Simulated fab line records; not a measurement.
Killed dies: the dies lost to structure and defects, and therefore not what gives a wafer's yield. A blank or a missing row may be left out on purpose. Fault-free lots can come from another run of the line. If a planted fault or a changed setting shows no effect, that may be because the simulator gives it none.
Matching of chambers + flow nand-harc + NHARC_A_STAIRCASE_ALD_420 on ald-hk-04: 4 sister chambers
The step deposits SiO2, target thk 20 nm, pulse time 6 s, ald cycles 200. 4 wafers are shown with their chamber, then 8 later ones without.

WAFERS WITH THEIR CHAMBER
| wafer  | chamber | heater-power-w (W) |
|--------|---------|--------------------|
| L089.1 | 3       | 539                |
| L089.3 | 1       | 403                |
| L089.6 | 0       | 413                |
| L094.2 | 2       | 447                |

WAFERS WITHOUT THEIR CHAMBER
| wafer  | heater-power-w (W) |
|--------|--------------------|
| L094.4 | 423                |
| L094.6 | 525                |
| L095.2 | 430                |
| L095.4 | 413                |
| L095.5 | 437                |
| L095.1 | 410                |
| L095.3 | 538                |
| L095.6 | 417                |

WHICH CHAMBER EACH WENT THROUGH
| wafer  | from the rows above          | in truth |
|--------|------------------------------|----------|
| L094.4 | can't be placed: 0 or 1 or 2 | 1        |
| L094.6 | 3                            | 3        |
| L095.2 | can't be placed: 0 or 2 or 1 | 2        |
| L095.4 | can't be placed: 0 or 1      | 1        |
| L095.5 | can't be placed: 2 or 0      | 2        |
| L095.1 | can't be placed: 0 or 1      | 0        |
| L095.3 | 3                            | 3        |
| L095.6 | can't be placed: 0 or 1      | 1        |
Placed correctly: 2 of 8. Unplaceable from these rows: 6, with the true chamber sitting among the candidates in 6. Number placed wrongly: 0.
How it was worked out, from the rows above alone: a wafer's distance from a chamber is the root of the sum, over the readings, of the square of ((its reading less the chamber's mean) divided by the reading's scatter). If the next closest chamber is less than 2 further off than the closest, the wafer can't be placed; otherwise it belongs to the closest. Each chamber's mean is taken over the wafers shown for it. The scatter: with one shown wafer a chamber, the root of the mean of the squares of how far each hidden wafer lies from its nearest shown one.
